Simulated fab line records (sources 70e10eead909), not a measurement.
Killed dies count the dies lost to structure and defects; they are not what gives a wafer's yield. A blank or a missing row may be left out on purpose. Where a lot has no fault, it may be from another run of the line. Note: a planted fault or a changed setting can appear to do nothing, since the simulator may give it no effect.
Which of the tools did it?	flow nand harc	Sampling: 15 lots, 43 wafers, 4 of 1159 route steps

== WHAT THE GAUGES SHOWED, per wafer ==
Not one reading of a measure or inspect step in the record can be checked against a usual standard deviation.

== WHAT TOOL EACH LOT RAN ON (gives the tool, then ch and the chambers of the sampled wafers, and finally the start) ==
lot	NHARC_A_CONTACT_ETCH_90	NHARC_A_CONTACT_ETCH_75	NHARC_A_CONTACT_ETCH_77	NHARC_A_CONTACT_ETCH_129
L568	rie diel-01 ch 1,2,3, day 16 16:57	rie diel-13 ch 0,1,3, day 16 22:10	rie diel-13 ch 0,2,3, day 16 23:59 or earlier	har cap etch-01 ch 0,1, day 16 23:59
L569	rie diel-01 ch 0,1,2, day 16 19:35	rie diel-13 ch 1,2,3, day 16 23:47	rie diel-13 ch 0,1,2, day 17 01:37 or earlier	har cap etch-03 ch 0,1, day 17 01:37
L567	rie diel-05 ch 2,3, day 16 22:26	rie diel-13 ch 0,2, day 17 03:53	rie diel-13 ch 0,3, day 17 07:18 or earlier	har cap etch-02 ch 0,1, day 17 07:18
L571	rie diel-05 ch 2,3, day 17 04:11	rie diel-01 ch 0,1,2, day 17 08:16	rie diel-01 ch 0,1, day 17 10:25 or earlier	har cap etch-02 ch 0,1, day 17 10:25
L570	rie diel-05 ch 0,1,3, day 17 05:04	rie diel-13 ch 1,2, day 17 09:04	rie diel-13 ch 0,2,3, day 17 10:53 or earlier	har cap etch-03 ch 0,1, day 17 10:53
L572	rie diel-05 ch 0,2,3, day 17 09:29	rie diel-05 ch 1,2,3, day 17 13:30	rie diel-05 ch 0,1,3, day 17 15:19 or earlier	har cap etch-02 ch 0,1, day 17 15:19
L574	rie diel-05 ch 0,2,3, day 18 08:29	rie diel-05 ch 1,2,3, day 18 14:50	rie diel-05 ch 0,1,3, day 18 17:06 or earlier	har cap etch-02 ch 0,1, day 18 17:06
L573	rie diel-01 ch 1,3, day 18 14:17	rie diel-13 ch 0,3, day 18 18:10	rie diel-13 ch 0,2, day 18 19:59 or earlier	har cap etch-03 ch 0,1, day 18 19:59
L576	rie diel-05 ch 0,2, day 19 00:35	rie diel-01 ch 0,1,2, day 19 04:48	rie diel-01 ch 0,2, day 19 06:39 or earlier	har cap etch-01 ch 0,1, day 19 06:39
L581	rie diel-05 ch 3, day 20 10:13	rie diel-05 ch 2, day 20 14:19	rie diel-05 ch 0,2, day 20 16:11 or earlier	har cap etch-01 ch 0, day 20 16:11
L578	rie diel-01 ch 1,2,3, day 20 15:48	rie diel-05 ch 1,3, day 20 22:57	rie diel-05 ch 0,1, day 21 00:46 or earlier	har cap etch-01 ch 0,1, day 21 00:46
L582	rie diel-05 ch 1,3, day 20 20:11	rie diel-05 ch 0,2, day 21 04:41	rie diel-05 ch 0,1, day 21 06:31 or earlier	har cap etch-03 ch 1, day 21 06:31
L587	rie diel-05 ch 0,3, day 21 17:11	rie diel-01 ch 1,2, day 21 22:01	rie diel-01 ch 1,3, day 22 01:12 or earlier	har cap etch-01 ch 0,1, day 22 01:12
L590	rie diel-05 ch 0,3, day 22 02:13	rie diel-13 ch 1,3, day 22 06:07	rie diel-13 ch 1,3, day 22 07:59 or earlier	har cap etch-02 ch 0,1, day 22 07:59
L589	rie diel-01 ch 0,1,3, day 22 05:26	rie diel-13 ch 2,3, day 22 09:47	rie diel-13 ch 2,3, day 22 11:36 or earlier	har cap etch-01 ch 0,1, day 22 11:36
- NHARC_A_CONTACT_ETCH_90: etches the open film in CH3F/O2, target depth 40 nm, time 85.7 s.
- NHARC_A_CONTACT_ETCH_75: etches the open film in CF4, target depth 39 nm, time 65 s.
- NHARC_A_CONTACT_ETCH_77: etches the open film in CF4/CHF3, target depth 72.6 nm, time 36.3 s.
- NHARC_A_CONTACT_ETCH_129: etches the open film in C4F8/O2/Ar, time 155 s, target depth 956 nm.

== WHAT THE TOOLS THEMSELVES READ (means of the sampled wafers that have a number; where no wafer has one, the mark that the record gives instead) ==
NHARC_A_CONTACT_ETCH_90. Usual: for drypump motor current A, 5.5 A with a standard deviation of 0.58; for o2 flow sccm, 30.00 sccm with a standard deviation of 0.095; for oes product au, 0.97 a.u. with a standard deviation of 0.036; for rf vpp V, 243.8 V with a standard deviation of 1.2; for run length s, 106.9 s with a standard deviation of 0.38; for showerhead plenum p Torr, 2.43 Torr with a standard deviation of 0.061; for throttle valve pct, 20.662 % with a standard deviation of 0.0098.
lot	tool	drypump motor current A (A)	o2 flow sccm (sccm)	oes product au (a.u.)	rf vpp V (V)	run length s (s)	showerhead plenum p Torr (Torr)	throttle valve pct (%)	flag
L568	rie diel-01	5.7	30.00	0.92	244.6	107.2	2.48	20.667	
L569	rie diel-01	5.9	30.01	1.00	245.6	107.4	2.50	20.653	
L567	rie diel-05	4.8	29.96	1.00	244.0	106.9	2.44	20.662	
L571	rie diel-05	4.8	29.97	0.99	244.9	106.9	2.44	20.652	
L570	rie diel-05	5.6	30.01	1.00	242.9	106.8	2.40	20.666	
L572	rie diel-05	5.2	30.03	0.93	244.1	106.5	2.43	20.660	
L574	rie diel-05	5.2	30.07	0.95	244.1	106.6	2.42	20.668	
L573	rie diel-01	5.5	29.99	0.92	244.9	106.9	2.49	20.668	
L576	rie diel-05	5.5	29.98	0.99	242.2	106.6	2.41	20.660	
L581	rie diel-05	5.0	29.87	1.00	243.6	106.8	2.43	20.664	
L578	rie diel-01	5.7	29.96	0.92	245.2	107.2	2.47	20.661	
L582	rie diel-05	5.5	30.12	0.93	242.8	106.9	2.39	20.660	
L587	rie diel-05	5.5	29.99	0.93	243.1	106.6	2.40	20.663	
L590	rie diel-05	5.3	29.92	1.00	243.8	106.8	2.41	20.663	
L589	rie diel-01	5.7	30.06	1.00	245.6	107.4	2.50	20.651	

NHARC_A_CONTACT_ETCH_75. Usual: drypump motor current A 5.7 A, standard deviation 0.57; oes product au 1.001 a.u., standard deviation 0.0075; rf vpp V 150.9 V, standard deviation 1.3; run length s 86.3 s, standard deviation 0.44; showerhead plenum p Torr 1.74 Torr, standard deviation 0.071; throttle valve pct 13.283 %, standard deviation 0.0088.
lot	tool	drypump motor current A (A)	oes product au (a.u.)	rf vpp V (V)	run length s (s)	showerhead plenum p Torr (Torr)	throttle valve pct (%)	flag
L568	rie diel-13	5.7	1.006	149.5	86.4	1.66	13.289	
L569	rie diel-13	6.0	0.999	149.0	86.4	1.67	13.274	
L567	rie diel-13	5.7	1.003	150.7	86.1	1.71	13.287	
L571	rie diel-01	5.9	0.994	151.9	86.6	1.79	13.280	
L570	rie diel-13	6.4	1.005	149.1	86.6	1.67	13.292	
L572	rie diel-05	5.3	1.006	151.2	86.4	1.74	13.290	
L574	rie diel-05	5.2	1.003	150.3	86.4	1.74	13.283	
L573	rie diel-13	5.4	0.998	149.3	86.3	1.66	13.286	
L576	rie diel-01	5.9	0.999	152.5	86.7	1.79	13.282	
L581	rie diel-05	4.8	1.004	151.0	78.8	1.76	13.286	OFF
L578	rie diel-05	5.7	1.000	151.8	76.5	1.72	13.287	OFF
L582	rie diel-05	5.2	0.999	151.6	70.9	1.74	13.279	OFF
L587	rie diel-01	5.5	0.997	151.9	86.8	1.79	13.278	
L590	rie diel-13	6.1	1.001	152.7	86.4	1.90	13.288	
L589	rie diel-13	5.6	1.004	151.6	86.5	1.84	13.284	

NHARC_A_CONTACT_ETCH_77. Usual: drypump motor current A 5.7 A, standard deviation 0.55; oes product au 0.942 a.u., standard deviation 0.021; rf vpp V 369.8 V, standard deviation 2.3; run length s 57.6 s, standard deviation 0.43; showerhead plenum p Torr 1.55 Torr, standard deviation 0.064; throttle valve pct 16.802 %, standard deviation 0.0093.
lot	tool	drypump motor current A (A)	oes product au (a.u.)	rf vpp V (V)	run length s (s)	showerhead plenum p Torr (Torr)	throttle valve pct (%)	flag
L568	rie diel-13	5.7	0.975	368.9	57.7	1.50	16.803	
L569	rie diel-13	6.0	0.925	369.0	57.7	1.50	16.793	
L567	rie diel-13	5.4	0.927	368.0	57.2	1.49	16.799	
L571	rie diel-01	5.5	0.919	372.9	58.0	1.63	16.792	
L570	rie diel-13	5.7	0.950	368.2	57.8	1.50	16.807	
L572	rie diel-05	5.6	0.922	368.6	57.3	1.53	16.800	
L574	rie diel-05	5.6	0.925	369.2	57.3	1.53	16.791	
L573	rie diel-13	6.0	0.934	368.3	58.1	1.52	16.802	
L576	rie diel-01	6.2	0.920	370.8	57.9	1.58	16.796	
L581	rie diel-05	5.2	0.977	370.8	57.0	1.54	16.802	
L578	rie diel-05	6.0	0.959	368.5	57.3	1.52	16.800	
L582	rie diel-05	5.9	0.974	368.4	57.1	1.52	16.800	
L587	rie diel-01	5.3	0.953	371.3	58.0	1.61	16.803	
L590	rie diel-13	6.0	0.930	375.0	57.9	1.69	16.804	
L589	rie diel-13	6.0	0.933	371.0	58.1	1.58	16.805	

== THE ANSWER, worked out from the rows above alone ==
Rule: take the mean of a lot's wafers that have a number; if it is more than 3 standard deviations from the usual mean, the lot is off. A lot without any number at a reading at which 4 lots or more have one is off too. The other lots that the step has rows for count as sound. The gauges are gone through in route order, then the tools' own readings, and for those a lot's mean is taken as printed above. The first step at which some lot is off is used, and at that step the reading that is off furthest; a lot without a number counts as furthest.
Off, at NHARC_A_CONTACT_ETCH_75 on run length s: L581, L578, L582.
If a tool, at that step or one of the process steps before it, ran each lot that is off and ran no sound lot following the first of them, it fits. One fits: rie diel-05 at NHARC_A_CONTACT_ETCH_75. A fault onset in the window from L574 (day 18 14:50, its last sound lot) to L581 (day 20 14:19, its first lot off) fits.
The tool's own readings at NHARC_A_CONTACT_ETCH_75 bear it out: on the lots that are off they differ by more than 5 times the standard deviation of the sound lots' means. run length s reads 75.4 s there against 86.5 s on the sound lots.

== WHAT HAD BEEN PUT IN BY THE SIMULATOR ==
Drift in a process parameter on rie diel-05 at NHARC_A_CONTACT_ETCH_75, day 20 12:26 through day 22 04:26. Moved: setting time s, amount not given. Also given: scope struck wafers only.
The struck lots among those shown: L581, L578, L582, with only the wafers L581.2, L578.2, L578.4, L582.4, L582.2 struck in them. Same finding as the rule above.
